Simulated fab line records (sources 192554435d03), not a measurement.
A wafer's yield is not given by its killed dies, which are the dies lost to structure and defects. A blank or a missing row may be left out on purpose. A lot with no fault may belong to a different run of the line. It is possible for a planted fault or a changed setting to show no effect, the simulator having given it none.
Split-lot trial    flow n5 finfet    route with 1938 steps; 7 lots, 21 wafers read

## THE SPLIT
At N5_BEOL_M0_SAQP_SPACER1_ALD_98 (deposits SiO2, target thk 12.8 nm, pulse time 1 s, purge time 2 s), the setting ald cycles was moved away from the recipe's 138 on 6 of the 21 wafers read, by -15.9% to +14.5%. All remaining wafers had this setting at the recipe value.

## FROM THE SPLIT TO THE READING: what the file shows between them, 2 steps
- N5_BEOL_M0_SAQP_SPACER1_ETCHBACK_99: etches SiO2 in CHF3/O2, target depth 15.4 nm, time 7.7 s
- N5_BEOL_M0_SAQP_MANDREL1_REMOVE_100: chemistry HBr/Cl2/O2, target a-Si, stops on SiNx, bt time 10 s

## THE READING
At N5_BEOL_M0_SAQP_CD_MEAS_25: cd nm in nanometres, against a target cd of 13.1 nm. A value of 12.80 nm with a standard deviation of 0.22 nm is what fault-free wafers of this fab line usually give.

wafer   tool, chamber at the split  ald cycles as run  against the recipe  cd nm, nm  against lot-mates on the recipe
L077.1  ald sin-03, 0,1,3           138                recipe              12.42      -
L077.4  ald sin-03, 0,1,3           138                recipe              12.77      -
L077.6  ald sin-03, 0,1,3           138                recipe              12.82      -
L079.3  ald sin-01, 1,0,3           138                recipe              12.76      -
L079.5  ald sin-01, 1,0,3           138                recipe              12.69      -
L079.6  ald sin-01, 1,0,3           138                recipe              12.79      -
L080.2  ald sin-03, 1               120                -13.0%              11.09      -1.41
L080.3  ald sin-03, 0,2             138                recipe              12.33      -
L080.4  ald sin-03, 0,2             138                recipe              12.67      -
L083.3  ald sin-02, 0               158                +14.5%              14.78      +1.88
L083.4  ald sin-02, 1               138                recipe              13.02      -
L083.5  ald sin-02, 3               138                recipe              12.78      -
L085.1  ald sin-01, 3               138                recipe              12.65      -
L085.5  ald sin-01, 0,3             116                -15.9%              10.81      -1.84
L085.6  ald sin-01, 0,3             116                -15.9%              10.31      -2.34
L088.1  ald sin-01, 3               138                recipe              12.83      -
L088.5  ald sin-01, 1               147                +6.5%               13.38      +0.55
L088.6  ald sin-01, 0               147                +6.5%               13.89      +1.06
L090.1  ald sin-03, 2,1,3           138                recipe              12.53      -
L090.3  ald sin-03, 2,1,3           138                recipe              12.88      -
L090.4  ald sin-03, 2,1,3           138                recipe              12.90      -
Where a row lists several chambers, the file gives one row for several wafers and doesn't say which wafer went through which chamber.

THE FIT
A straight line over all 21 wafers: cd nm changes by +0.136 nm for each +1% of ald cycles; r = +0.98; the points scatter about the line by 0.2 nm.
The same after taking each lot's own level away (the mean of its wafers on the recipe; 21 wafers): +0.126 nm for each +1%; r = +0.98; scatter 0.18 nm.
The reading moves by 2 nm for the largest change in ald cycles, on that fit.
Across the lots, their own levels run from 12.500 to 12.900 nm, a range of 1.8 times the standard deviation given above.
The two slopes are in agreement: the lot-to-lot level therefore moves the slope only a little.
Check: -2.07 nm against its lot-mates is what the line predicts for one of the wafers moved furthest among these (-15.9%) when that wafer is left out of the fit. It came out at -1.84 nm against them.

## FURTHER SPLITS ON THESE WAFERS
Note: prior to the reading, these wafers also went through further splits. Each is held against what the fit with the lots' levels taken away leaves over:
other split on the same wafers           wafers away from the commonest value  r with cd nm (lot level and that fit taken away)
N5_DUMMY_GATE_ETCH_37 source w           9                                     -0.17
N5_SD_EPI_P_COAT_35 spin rpm             7                                     +0.16
N5_SD_EPI_P_ETCH_37 source w             6                                     -0.35
N5_HKMG_FIN_COAT_41 spin rpm             7                                     -0.18
N5_HKMG_FIN_ETCH_54 source w             6                                     -0.09
N5_HKMG_FIN_ETCH_67 target depth a       7                                     -0.25
N5_MOL_CONTACT_COAG_SPUTTER_130 power w  7                                     +0.11
N5_MOL_CONTACT_COAG_ALD_27 time s        6                                     -0.17

## THE WHOLE CHAIN: every reading that the file lists as answering this split, in the file's order
step                                 what it does                                                       reading                                                                                      change (the file's fit)                r (the file's)
N5_BEOL_M0_SAQP_SPACER1_ALD_98       deposits SiO2, target thk 12.8 nm, pulse time 1 s, purge time 2 s  SiO2_of_BEOL_M0_SAQP_SPACER1_ALD_98.thk nm (the simulator's own value, which no gauge read)  +0.127 nm for each +1% of the setting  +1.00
N5_BEOL_M0_SAQP_MANDREL1_REMOVE_100  chemistry HBr/Cl2/O2, target a-Si, stops on SiNx, bt time 10 s     BEOL_M0_SAQP.cd nm (the simulator's own value, which no gauge read)                          +0.123 nm for each +1% of the setting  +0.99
N5_BEOL_M0_SAQP_CD_MEAS_25           target cd 13.1 nm                                                  cd nm                                                                                        +0.125 nm for each +1% of the setting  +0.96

## FILE'S OWN FIT
cd nm changes by +0.125 nm for each +1% of ald cycles, r = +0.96.
